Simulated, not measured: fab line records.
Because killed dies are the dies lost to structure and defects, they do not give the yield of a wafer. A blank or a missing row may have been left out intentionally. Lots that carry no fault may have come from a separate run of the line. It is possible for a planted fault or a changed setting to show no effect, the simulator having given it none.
Matching of chambers :: flow n5 finfet :: 3 sister chambers for N5_BEOL_M8_ILD_DEP_00 on pecvd-04
The step deposits SiCOH lowk from DEMS/porogen, target thk 179.75 nm, time 33.4 s. 16 wafers are shown with their chamber, then 8 later ones without.

== WAFERS WITH THEIR CHAMBER ==
wafer: L079.1
chamber: 2
heater power w (W): 284
heater power outer w (W): 141
throttle valve pct (%): 13.5

wafer: L079.3
chamber: 1
heater power w (W): 345
heater power outer w (W): 183
throttle valve pct (%): 13.3

wafer: L079.5
chamber: 0
heater power w (W): 455
heater power outer w (W): 258
throttle valve pct (%): 14.1

wafer: L077.1
chamber: 0
heater power w (W): 449
heater power outer w (W): 247
throttle valve pct (%): 14.1

wafer: L077.3
chamber: 2
heater power w (W): 309
heater power outer w (W): 163
throttle valve pct (%): 13.4

wafer: L077.6
chamber: 0
heater power w (W): 444
heater power outer w (W): 245
throttle valve pct (%): 13.8

wafer: L085.2
chamber: 1
heater power w (W): 355
heater power outer w (W): 184
throttle valve pct (%): 13.1

wafer: L085.3
chamber: 2
heater power w (W): 325
heater power outer w (W): 166
throttle valve pct (%): 13.6

wafer: L085.5
chamber: 0
heater power w (W): 435
heater power outer w (W): 240
throttle valve pct (%): 14.0

wafer: L087.3
chamber: 1
heater power w (W): 347
heater power outer w (W): 182
throttle valve pct (%): 13.1

wafer: L087.4
chamber: 0
heater power w (W): 438
heater power outer w (W): 237
throttle valve pct (%): 13.8

wafer: L087.5
chamber: 1
heater power w (W): 362
heater power outer w (W): 186
throttle valve pct (%): 13.1

wafer: L091.1
chamber: 0
heater power w (W): 434
heater power outer w (W): 240
throttle valve pct (%): 14.1

wafer: L091.4
chamber: 1
heater power w (W): 358
heater power outer w (W): 184
throttle valve pct (%): 13.0

wafer: L091.5
chamber: 0
heater power w (W): 444
heater power outer w (W): 247
throttle valve pct (%): 14.4

wafer: L092.2
chamber: 1
heater power w (W): 355
heater power outer w (W): 192
throttle valve pct (%): 13.1

SIGNATURES (averages over the wafers above)
reading: heater power w
chamber 0: 442.71
chamber 1: 353.67
chamber 2: 306.00
scatter within a chamber: 10.4

reading: heater power outer w
chamber 0: 244.86
chamber 1: 185.17
chamber 2: 156.67
scatter within a chamber: 7.49

reading: throttle valve pct
chamber 0: 14.043
chamber 1: 13.117
chamber 2: 13.500
scatter within a chamber: 0.158
Rule: distance of a wafer from a chamber = root of the sum over the readings of ((wafer's reading minus chamber's mean) / reading's scatter) squared. The wafer belongs to the nearest chamber; if the next one is less than 2 further off, it can't be placed. The scatter is the square root of a quotient: the sum, over the shown wafers, of each reading's squared deviation from its chamber's mean, divided by wafers minus chambers.

== WAFERS WITHOUT THEIR CHAMBER ==
wafer: L092.4
heater power w (W): 377
heater power outer w (W): 195
throttle valve pct (%): 13.4

wafer: L092.6
heater power w (W): 424
heater power outer w (W): 226
throttle valve pct (%): 14.1

wafer: L095.4
heater power w (W): 378
heater power outer w (W): 203
throttle valve pct (%): 13.4

wafer: L095.5
heater power w (W): 444
heater power outer w (W): 235
throttle valve pct (%): 14.2

wafer: L095.6
heater power w (W): 320
heater power outer w (W): 166
throttle valve pct (%): 13.7

wafer: L096.1
heater power w (W): 370
heater power outer w (W): 191
throttle valve pct (%): 13.5

wafer: L096.3
heater power w (W): 417
heater power outer w (W): 218
throttle valve pct (%): 13.9

wafer: L096.5
heater power w (W): 256
heater power outer w (W): 118
throttle valve pct (%): 13.6

== EACH ONE'S CHAMBER ==
wafer: L092.4
from the rows above: 1
in truth: 1

wafer: L092.6
from the rows above: 0
in truth: 0

wafer: L095.4
from the rows above: 1
in truth: 1

wafer: L095.5
from the rows above: 0
in truth: 0

wafer: L095.6
from the rows above: 2
in truth: 2

wafer: L096.1
from the rows above: 1
in truth: 1

wafer: L096.3
from the rows above: 0
in truth: 0

wafer: L096.5
from the rows above: 2
in truth: 2
Correctly placed: 8 of 8. Can't be placed from these rows: 0. Wrongly placed: 0.
